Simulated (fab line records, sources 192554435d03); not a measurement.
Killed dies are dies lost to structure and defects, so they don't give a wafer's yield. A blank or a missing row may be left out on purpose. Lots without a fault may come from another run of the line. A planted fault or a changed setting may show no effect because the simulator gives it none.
Which tool did it? | flow n5_finfet | 21 lots, 63 wafers sampled, at 6 steps of a route of 1938

WHAT THE GAUGES READ, wafer by wafer
N5_BEOL_M2_THK_MEAS_53: measures by xrf.
lot  | measured     | on            | M2_THK (nm)
L074 | day 6 22:00  | film_metro-02 | 41.6 40.3 39.0
L075 | day 7 01:35  | film_metro-01 | 41.0 39.2 41.0
L076 | day 7 18:29  | film_metro-02 | 41.7 39.7 40.1
L079 | day 8 09:49  | film_metro-01 | 42.2 40.4 40.4
L080 | day 8 13:41  | film_metro-02 | 39.2 40.3 40.6
L078 | day 8 15:12  | film_metro-01 | 41.1 40.8 40.7
L081 | day 8 18:08  | film_metro-01 | 40.0 39.4 36.9
L083 | day 9 00:40  | film_metro-01 | 40.9 41.2 37.9
L084 | day 9 17:28  | film_metro-02 | 40.2 37.6 39.3
L085 | day 9 18:20  | film_metro-01 | 39.9 38.9 39.9
L086 | day 10 06:10 | film_metro-01 | 37.9 41.8 39.1
L087 | day 10 17:19 | film_metro-01 | 40.6 39.9 40.2
L088 | day 11 04:33 | film_metro-02 | 39.9 39.8 40.4
L090 | day 11 06:08 | film_metro-01 | 40.6 39.4 39.7
L092 | day 11 12:23 | film_metro-02 | 42.3 42.4 44.2
L091 | day 11 14:29 | film_metro-01 | 37.7 37.9 38.2
L093 | day 11 17:05 | film_metro-01 | 40.9 38.3 38.8
L094 | day 12 07:19 | film_metro-01 | 38.2 39.9 38.0
L095 | day 12 10:58 | film_metro-01 | 40.0 42.2 40.9
L097 | day 12 18:00 | film_metro-02 | 41.6 40.4 40.6
L096 | day 12 21:20 | film_metro-02 | 40.3 40.1 40.4

WHICH TOOL RAN EACH LOT (tool, then ch and the chambers of the sampled wafers, then the start)
lot  | N5_BEOL_M2_STRIP_66                | N5_BEOL_M2_DESCUM_33               | N5_BEOL_M2_PRE_CLEAN_45      | N5_BEOL_M2_SPUTTER_48        | N5_BEOL_M2_SPUTTER_90
L074 | rie_diel-04 ch 2,3, day 6 16:22    | rie_diel-03 ch 1,3, day 6 17:22    | pvd_sputter-02, day 6 18:52  | pvd_sputter-03, day 6 19:27  | pvd_sputter-03, day 6 20:33
L075 | rie_diel-03 ch 0,3, day 6 20:14    | rie_diel-03 ch 2,3, day 6 20:58    | pvd_sputter-02, day 6 22:19  | pvd_sputter-02, day 6 22:56  | pvd_sputter-02, day 7 00:02
L076 | rie_diel-03 ch 0,3, day 7 08:15    | rie_diel-04 ch 0,2,3, day 7 08:58  | pvd_sputter-02, day 7 13:43  | pvd_sputter-02, day 7 15:57  | pvd_sputter-02, day 7 17:03
L079 | rie_diel-03 ch 0,2, day 7 21:02    | rie_diel-04 ch 1,2,3, day 7 21:45  | pvd_sputter-02, day 8 06:44  | pvd_sputter-03, day 8 07:16  | pvd_sputter-03, day 8 08:22
L080 | rie_diel-04 ch 1,3, day 7 23:02    | rie_diel-02 ch 0,2,3, day 7 23:52  | pvd_sputter-03, day 8 10:17  | pvd_sputter-03, day 8 11:08  | pvd_sputter-03, day 8 12:14
L078 | rie_diel-03 ch 0,1,2, day 8 00:13  | rie_diel-04 ch 1,2,3, day 8 01:00  | pvd_sputter-03, day 8 10:22  | pvd_sputter-01, day 8 12:38  | pvd_sputter-01, day 8 13:44
L081 | rie_diel-03 ch 0,1, day 8 10:35    | rie_diel-02 ch 0,1,2, day 8 11:16  | pvd_sputter-02, day 8 14:45  | pvd_sputter-02, day 8 15:35  | pvd_sputter-02, day 8 16:41
L083 | rie_diel-02 ch 1,2, day 8 18:49    | rie_diel-03 ch 0,1,2, day 8 19:39  | pvd_sputter-02, day 8 21:01  | pvd_sputter-03, day 8 21:51  | pvd_sputter-03, day 8 22:57
L084 | rie_diel-02 ch 0,1,3, day 9 06:49  | rie_diel-04 ch 2,3, day 9 07:37    | pvd_sputter-02, day 9 14:24  | pvd_sputter-02, day 9 14:55  | pvd_sputter-02, day 9 16:01
L085 | rie_diel-04 ch 0,2, day 9 07:02    | rie_diel-04 ch 0,2, day 9 07:50    | pvd_sputter-02, day 9 14:47  | pvd_sputter-01, day 9 15:44  | pvd_sputter-01, day 9 16:50
L086 | rie_diel-03 ch 1,2, day 9 22:47    | rie_diel-03 ch 0,2,3, day 9 23:37  | pvd_sputter-03, day 10 01:14 | pvd_sputter-03, day 10 03:37 | pvd_sputter-03, day 10 04:43
L087 | rie_diel-02 ch 2,3, day 10 11:05   | rie_diel-04 ch 0,1,3, day 10 11:53 | pvd_sputter-03, day 10 14:01 | pvd_sputter-02, day 10 14:46 | pvd_sputter-02, day 10 15:52
L088 | rie_diel-03 ch 1,2,3, day 10 19:35 | rie_diel-03 ch 0,2,3, day 10 20:25 | pvd_sputter-02, day 11 01:04 | pvd_sputter-02, day 11 01:49 | pvd_sputter-02, day 11 02:55
L090 | rie_diel-04 ch 1,3, day 10 20:43   | rie_diel-02 ch 0,1,2, day 10 21:39 | pvd_sputter-03, day 11 02:44 | pvd_sputter-03, day 11 03:30 | pvd_sputter-03, day 11 04:36
L092 | rie_diel-04 ch 0,1,3, day 11 03:10 | rie_diel-03 ch 1,2,3, day 11 05:05 | pvd_sputter-02, day 11 09:03 | pvd_sputter-03, day 11 09:51 | pvd_sputter-03, day 11 10:57
L091 | rie_diel-02 ch 1,3, day 11 05:32   | rie_diel-04 ch 1,3, day 11 06:13   | pvd_sputter-01, day 11 09:08 | pvd_sputter-03, day 11 11:41 | pvd_sputter-03, day 11 12:47
L093 | rie_diel-03 ch 0,3, day 11 09:20   | rie_diel-02 ch 0,1,3, day 11 10:14 | pvd_sputter-02, day 11 14:02 | pvd_sputter-02, day 11 14:33 | pvd_sputter-02, day 11 15:39
L094 | rie_diel-02 ch 1,3, day 11 21:33   | rie_diel-03 ch 2,3, day 11 23:12   | pvd_sputter-02, day 12 02:23 | pvd_sputter-02, day 12 04:46 | pvd_sputter-02, day 12 05:52
L095 | rie_diel-03 ch 1,2,3, day 11 22:22 | rie_diel-02 ch 1,3, day 11 23:16   | pvd_sputter-01, day 12 07:22 | pvd_sputter-02, day 12 08:04 | pvd_sputter-02, day 12 09:14
L097 | rie_diel-04 ch 0,1, day 12 07:28   | rie_diel-03 ch 1,2, day 12 08:09   | pvd_sputter-02, day 12 13:00 | pvd_sputter-01, day 12 15:27 | pvd_sputter-01, day 12 16:33
L096 | rie_diel-03 ch 0,1,2, day 12 07:56 | rie_diel-04 ch 0,1,3, day 12 08:36 | pvd_sputter-02, day 12 18:02 | pvd_sputter-03, day 12 18:43 | pvd_sputter-03, day 12 19:49
- N5_BEOL_M2_STRIP_66: strips in CF4.
- N5_BEOL_M2_DESCUM_33: chemistry O2, time 7 s.
- N5_BEOL_M2_PRE_CLEAN_45: time 30 s.
- N5_BEOL_M2_SPUTTER_48: material Cu, target thk 4.5 nm, time 8.29 s.
- N5_BEOL_M2_SPUTTER_90: material Cu, target thk 4.5 nm, time 8.29 s.

WHAT THE TOOLS THEMSELVES READ (means of the sampled wafers that have a number; where no wafer has one, the mark that the record gives instead)
N5_BEOL_M2_STRIP_66.
lot  | tool        | chamber_pressure_mTorr (mTorr) | drypump_motor_current_A (A) | oes_product_au (a.u.) | rf_vpp_V (V) | showerhead_plenum_p_Torr (Torr) | throttle_valve_pct (%)
L074 | rie_diel-04 | 49.98                          | 6.1                         | 0.84                  | 270.3        | 1.79                            | 13.55
L075 | rie_diel-03 | 49.99                          | 5.6                         | 0.73                  | 269.8        | 1.76                            | 13.61
L076 | rie_diel-03 | 50.03                          | 5.6                         | 0.72                  | 269.9        | 1.76                            | 13.63
L079 | rie_diel-03 | 50.05                          | 5.5                         | 0.75                  | 271.3        | 1.79                            | 13.44
L080 | rie_diel-04 | 49.95                          | 6.3                         | 0.74                  | 270.6        | 1.78                            | 13.59
L078 | rie_diel-03 | 50.02                          | 5.5                         | 0.78                  | 271.3        | 1.81                            | 13.42
L081 | rie_diel-03 | 49.99                          | 5.5                         | 0.76                  | 271.7        | 1.80                            | 13.49
L083 | rie_diel-02 | 49.98                          | 5.5                         | 0.70                  | 271.4        | 1.84                            | 13.82
L084 | rie_diel-02 | 49.97                          | 5.7                         | 0.70                  | 270.5        | 1.77                            | 13.57
L085 | rie_diel-04 | 50.01                          | 6.0                         | 0.77                  | 271.5        | 1.77                            | 13.71
L086 | rie_diel-03 | 49.93                          | 5.3                         | 0.80                  | 271.5        | 1.81                            | 13.40
L087 | rie_diel-02 | 50.04                          | 5.5                         | 0.70                  | 271.5        | 1.79                            | 13.69
L088 | rie_diel-03 | 49.98                          | 5.5                         | 0.83                  | 273.1        | 1.83                            | 13.39
L090 | rie_diel-04 | 49.99                          | 6.4                         | 0.87                  | 271.9        | 1.79                            | 13.40
L092 | rie_diel-04 | 49.98                          | 6.5                         | 0.87                  | 272.3        | 1.82                            | 13.39
L091 | rie_diel-02 | 49.96                          | 5.8                         | 0.70                  | 272.0        | 1.78                            | 13.59
L093 | rie_diel-03 | 49.94                          | 5.7                         | 0.84                  | 273.1        | 1.85                            | 13.43
L094 | rie_diel-02 | 50.03                          | 5.8                         | 0.70                  | 271.4        | 1.78                            | 13.60
L095 | rie_diel-03 | 49.98                          | 5.5                         | 0.82                  | 271.4        | 1.83                            | 13.41
L097 | rie_diel-04 | 49.99                          | 6.6                         | 0.86                  | 272.6        | 1.84                            | 13.38
L096 | rie_diel-03 | 49.98                          | 5.4                         | 0.75                  | 271.3        | 1.80                            | 13.50

N5_BEOL_M2_DESCUM_33.
lot  | tool        | chamber_pressure_mTorr (mTorr) | drypump_motor_current_A (A) | oes_product_au (a.u.) | rf_vpp_V (V) | showerhead_plenum_p_Torr (Torr) | throttle_valve_pct (%)
L074 | rie_diel-03 | 19.992                         | 5.4                         | 0.81                  | 243.4        | 2.08                            | 20.33
L075 | rie_diel-03 | 20.010                         | 5.6                         | 0.74                  | 242.4        | 2.02                            | 20.49
L076 | rie_diel-04 | 19.998                         | 6.2                         | 0.77                  | 242.0        | 2.03                            | 20.60
L079 | rie_diel-04 | 19.987                         | 6.1                         | 0.76                  | 243.4        | 2.06                            | 20.46
L080 | rie_diel-02 | 19.995                         | 5.4                         | 0.73                  | 242.5        | 2.09                            | 20.54
L078 | rie_diel-04 | 19.995                         | 6.1                         | 0.76                  | 242.7        | 2.06                            | 20.48
L081 | rie_diel-02 | 19.998                         | 5.6                         | 0.72                  | 243.0        | 2.11                            | 20.51
L083 | rie_diel-03 | 19.993                         | 5.5                         | 0.79                  | 243.0        | 2.09                            | 20.21
L084 | rie_diel-04 | 20.003                         | 5.9                         | 0.77                  | 241.8        | 2.02                            | 20.54
L085 | rie_diel-04 | 19.986                         | 6.3                         | 0.85                  | 243.8        | 2.15                            | 20.48
L086 | rie_diel-03 | 19.989                         | 5.6                         | 0.82                  | 244.4        | 2.13                            | 20.26
L087 | rie_diel-04 | 20.021                         | 6.5                         | 0.90                  | 243.7        | 2.14                            | 20.36
L088 | rie_diel-03 | 19.991                         | 5.6                         | 0.81                  | 243.4        | 2.13                            | 20.26
L090 | rie_diel-02 | 20.005                         | 5.6                         | 0.70                  | 243.9        | 2.10                            | 20.54
L092 | rie_diel-03 | 19.997                         | 5.5                         | 0.84                  | 244.4        | 2.14                            | 20.25
L091 | rie_diel-04 | 20.003                         | 6.3                         | 0.91                  | 243.0        | 2.08                            | 20.27
L093 | rie_diel-02 | 19.994                         | 5.7                         | 0.71                  | 242.9        | 2.07                            | 20.40
L094 | rie_diel-03 | 19.995                         | 5.5                         | 0.81                  | 243.9        | 2.14                            | 20.26
L095 | rie_diel-02 | 20.024                         | 5.8                         | 0.70                  | 244.1        | 2.09                            | 20.39
L097 | rie_diel-03 | 20.012                         | 5.4                         | 0.78                  | 244.2        | 2.10                            | 20.25
L096 | rie_diel-04 | 20.004                         | 6.5                         | 0.88                  | 242.8        | 2.13                            | 20.39

N5_BEOL_M2_PRE_CLEAN_45.
lot  | tool           | heater_power_w (W) | susceptor_temp_C (C)
L074 | pvd_sputter-02 | 334                | 249.99
L075 | pvd_sputter-02 | 329                | 249.79
L076 | pvd_sputter-02 | 329                | 250.13
L079 | pvd_sputter-02 | 341                | 249.83
L080 | pvd_sputter-03 | 342                | 249.94
L078 | pvd_sputter-03 | 341                | 250.13
L081 | pvd_sputter-02 | 329                | 249.85
L083 | pvd_sputter-02 | 332                | 250.12
L084 | pvd_sputter-02 | 323                | 250.17
L085 | pvd_sputter-02 | 330                | 250.00
L086 | pvd_sputter-03 | 344                | 249.98
L087 | pvd_sputter-03 | 335                | 249.89
L088 | pvd_sputter-02 | 328                | 250.04
L090 | pvd_sputter-03 | 328                | 249.87
L092 | pvd_sputter-02 | 329                | 249.86
L091 | pvd_sputter-01 | 304                | 250.14
L093 | pvd_sputter-02 | 329                | 249.97
L094 | pvd_sputter-02 | 348                | 249.95
L095 | pvd_sputter-01 | 326                | 250.18
L097 | pvd_sputter-02 | 337                | 249.99
L096 | pvd_sputter-02 | 314                | 249.95

N5_BEOL_M2_SPUTTER_48.
lot  | tool           | chamber_pressure_pa (Pa) | chuck_sensor_temp_C (C) | substrate_temp_c (C) | susceptor_temp_C (C) | throttle_valve_pct (%)
L074 | pvd_sputter-03 | 0.06993                  | -15.74                  | -19.96               | -19.86               | 29.4
L075 | pvd_sputter-02 | 0.07008                  | -15.78                  | -19.91               | -19.96               | 29.7
L076 | pvd_sputter-02 | 0.06989                  | -15.74                  | -20.11               | -20.14               | 29.6
L079 | pvd_sputter-03 | 0.06988                  | -15.91                  | -19.99               | -19.93               | 29.0
L080 | pvd_sputter-03 | 0.06999                  | -15.90                  | -19.97               | -20.01               | 29.7
L078 | pvd_sputter-01 | 0.06987                  | -16.17                  | -19.89               | -19.93               | 29.6
L081 | pvd_sputter-02 | 0.06982                  | -16.17                  | -20.06               | -20.06               | 31.0
L083 | pvd_sputter-03 | 0.06986                  | -15.72                  | -19.99               | -20.00               | 29.5
L084 | pvd_sputter-02 | 0.06999                  | -15.83                  | -20.03               | -19.97               | 29.8
L085 | pvd_sputter-01 | 0.06988                  | -16.26                  | -19.98               | -19.93               | 29.5
L086 | pvd_sputter-03 | 0.06988                  | -15.93                  | -19.98               | -20.08               | 29.2
L087 | pvd_sputter-02 | 0.06985                  | -16.13                  | -20.04               | -19.98               | 30.4
L088 | pvd_sputter-02 | 0.06990                  | -16.15                  | -20.01               | -20.03               | 30.5
L090 | pvd_sputter-03 | 0.06999                  | -15.78                  | -19.98               | -20.03               | 30.2
L092 | pvd_sputter-03 | 0.07003                  | -15.89                  | -19.96               | -19.92               | 29.6
L091 | pvd_sputter-03 | 0.06998                  | -15.67                  | -20.03               | -20.05               | 30.3
L093 | pvd_sputter-02 | 0.07005                  | -16.07                  | -19.99               | -20.01               | 30.4
L094 | pvd_sputter-02 | 0.06989                  | -15.90                  | -19.90               | -20.06               | 29.8
L095 | pvd_sputter-02 | 0.06995                  | -16.13                  | -19.96               | -19.98               | 30.8
L097 | pvd_sputter-01 | 0.06994                  | -16.30                  | -19.97               | -19.95               | 29.5
L096 | pvd_sputter-03 | 0.07010                  | -15.66                  | -20.02               | -19.88               | 29.6

N5_BEOL_M2_SPUTTER_90.
lot  | tool           | chamber_pressure_pa (Pa) | chuck_sensor_temp_C (C) | substrate_temp_c (C) | susceptor_temp_C (C) | throttle_valve_pct (%)
L074 | pvd_sputter-03 | 0.07                     | -15.71                  | -20.04               | -20.01               | 29.5
L075 | pvd_sputter-02 | 0.07                     | -15.83                  | -19.97               | -20.08               | 29.8
L076 | pvd_sputter-02 | 0.07                     | -15.85                  | -19.98               | -20.01               | 29.6
L079 | pvd_sputter-03 | 0.07                     | -15.88                  | -19.99               | -20.07               | 28.8
L080 | pvd_sputter-03 | 0.07                     | -15.94                  | -20.00               | -20.02               | 29.7
L078 | pvd_sputter-01 | 0.07                     | -16.13                  | -19.90               | -19.96               | 29.6
L081 | pvd_sputter-02 | 0.07                     | -16.23                  | -20.09               | -19.92               | 30.9
L083 | pvd_sputter-03 | 0.07                     | -15.72                  | -20.14               | -19.93               | 29.7
L084 | pvd_sputter-02 | 0.07                     | -15.84                  | -19.91               | -20.00               | 29.7
L085 | pvd_sputter-01 | 0.07                     | -16.13                  | -20.02               | -20.09               | 29.3
L086 | pvd_sputter-03 | 0.07                     | -15.95                  | -20.02               | -19.94               | 29.0
L087 | pvd_sputter-02 | 0.07                     | -16.06                  | -19.98               | -19.91               | 30.4
L088 | pvd_sputter-02 | 0.07                     | -16.04                  | -20.10               | -19.99               | 30.6
L090 | pvd_sputter-03 | 0.07                     | -15.72                  | -20.03               | -20.06               | 30.2
L092 | pvd_sputter-03 | 0.07                     | -15.80                  | -20.14               | -19.96               | 29.8
L091 | pvd_sputter-03 | 0.07                     | -15.67                  | -20.00               | -20.06               | 30.4
L093 | pvd_sputter-02 | 0.07                     | -16.18                  | -19.95               | -19.96               | 30.4
L094 | pvd_sputter-02 | 0.07                     | -15.74                  | -19.96               | -19.87               | 29.7
L095 | pvd_sputter-02 | 0.07                     | -15.99                  | -20.01               | -20.06               | 30.8
L097 | pvd_sputter-01 | 0.07                     | -16.29                  | -19.99               | -19.92               | 29.4
L096 | pvd_sputter-03 | 0.07                     | -15.80                  | -20.08               | -19.94               | 29.8

THE ANSWER, worked out from the rows above alone
Rule: what is usual is taken from the lots themselves. Put in order of their means at a reading, lots are off if they are a third of the lots or fewer, leave a main group of 4 or more, and stand apart from it by a gap of 3 or more times the standard deviation of the main group's means; of several such gaps the widest counts. A main group whose means are all the same, to the digits that the tables above print for the reading, isn't used. A lot without any number at a reading at which 4 lots or more have one is off too. The other lots that the step has rows for count as sound. The gauges are gone through in route order, then the tools' own readings, and for those a lot's mean is taken as printed above. The first step at which some lot is off is used, and at that step the reading that is off furthest; a lot without a number counts as furthest.
No lot is off at any reading shown: from this, nothing can be told.

WHAT THE SIMULATOR HAD PUT IN
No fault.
